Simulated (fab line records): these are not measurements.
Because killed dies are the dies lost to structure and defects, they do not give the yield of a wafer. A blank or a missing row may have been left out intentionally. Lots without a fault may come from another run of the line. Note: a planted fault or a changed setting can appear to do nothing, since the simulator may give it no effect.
Problem report, 8D (eight disciplines) form, completed by code | flow nand-harc | the parts of the form that need people (team, actions taken, sign-off) are left out

1. WHAT WENT WRONG
A mean of 0.854 a.u. is read at NHARC_P_M1_ETCH_35 for oes-product-au, taken on 1 wafer of 1 lot, against 1.000 a.u. (standard deviation 0.012) on wafers free of any fault. That is -12 standard deviations from the usual mean.
The step: etches the open film in N2/H2, target depth 40 nm, overetch 12 nm, time 43.94 s.
First observed at day 11 09:55: wafer L115.2, on rie-diel-12. At this step, 36 wafers from 12 lots have a number in the record. Rule for "out", or "out of limits": more than 4 standard deviations from the usual mean. The other wafers with a number count as sound.

2. WHAT IT IS, AND WHAT IT ISN'T
question                    | is                | is not
which readings at this step | oes-product-au    | drypump-motor-current-A, rf-vpp-V, showerhead-plenum-p-Torr, throttle-valve-pct
which lots                  | L115              | L103, L104, L105, L106, L107, L121, L122, L123, L124, L125, L126
which wafers of those lots  | L115.2            | L115.1, L115.5
read on which tools         | rie-diel-12       | rie-diel-10, rie-diel-11
when                        | from day 11 09:55 | up to then (17 sound wafers); but 18 sound wafers of L121, L122, L123, L124, L125, L126 came after

3. WHAT RULES OUT EACH SUSPECT
Counting: any tool at a process step up to the reading remains a suspect provided it ran every lot that is out. Sound lots after the first of them don't rule it out here, since some wafers of a struck lot are sound.
- cmp-04 at NHARC_P_M0_CMP_23 (polishes, t overpolish 20 s, target thk 117.54 nm): kept. It ran the lot that is out, L115 (day 11 07:56); its last sound lot up to then is L107 (day 7 20:23).
- rie-diel-12 at NHARC_P_M1_ETCH_35 (etches the open film in N2/H2, target depth 40 nm, overetch 12 nm, time 43.94 s): kept. It ran the lot that is out, L115 (day 11 09:55); its last sound lot up to then is L106 (day 7 12:13). Out on those wafers are its own readings of oes-product-au.
- Within cmp-04 at NHARC_P_M0_CMP_23: the wafers that are out ran in chamber 3; their sound lot-mates ran in chambers 1, 2.
- Within rie-diel-12 at NHARC_P_M1_ETCH_35: the wafers that are out ran in chamber 0; their sound lot-mates ran in chambers 1, 2.
After counting, cmp-04 at NHARC_P_M0_CMP_23 and rie-diel-12 at NHARC_P_M1_ETCH_35 remain.

4. THE CAUSE (what the simulator had put in)
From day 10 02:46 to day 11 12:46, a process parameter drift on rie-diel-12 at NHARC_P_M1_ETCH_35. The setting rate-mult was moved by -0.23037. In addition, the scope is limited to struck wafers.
Counting leaves 2 suspects; this tool is one of them.

5. THE EFFECT CHAIN, in route order
Each row: a reading whose mean over the struck wafers that have a number lies more than 3 standard deviations from the usual. Scope: only readings with a usual standard deviation given in the record; hours: median across lots of the time from each lot's start at the first step in this table that gives one to its start at this step; sigmas: change in usual standard deviations.
hours | step               | reading        | usual      | on struck wafers | change | sigmas
0     | NHARC_P_M1_ETCH_35 | oes-product-au | 1.000 a.u. | 0.854            | -0.146 | -12
Process steps it contains:
- NHARC_P_M1_ETCH_35: etches the open film in N2/H2, target depth 40 nm, overetch 12 nm, time 43.94 s.
At these later measuring or inspecting steps, every struck wafer for which the step has a row has a number for every such reading, and none has moved that far: NHARC_END_SORT_01.

6. WHAT WOULD HAVE CAUGHT IT SOONER
First out-of-limits reading in this record: day 11 09:55, which is 31 hours after fault onset at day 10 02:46.
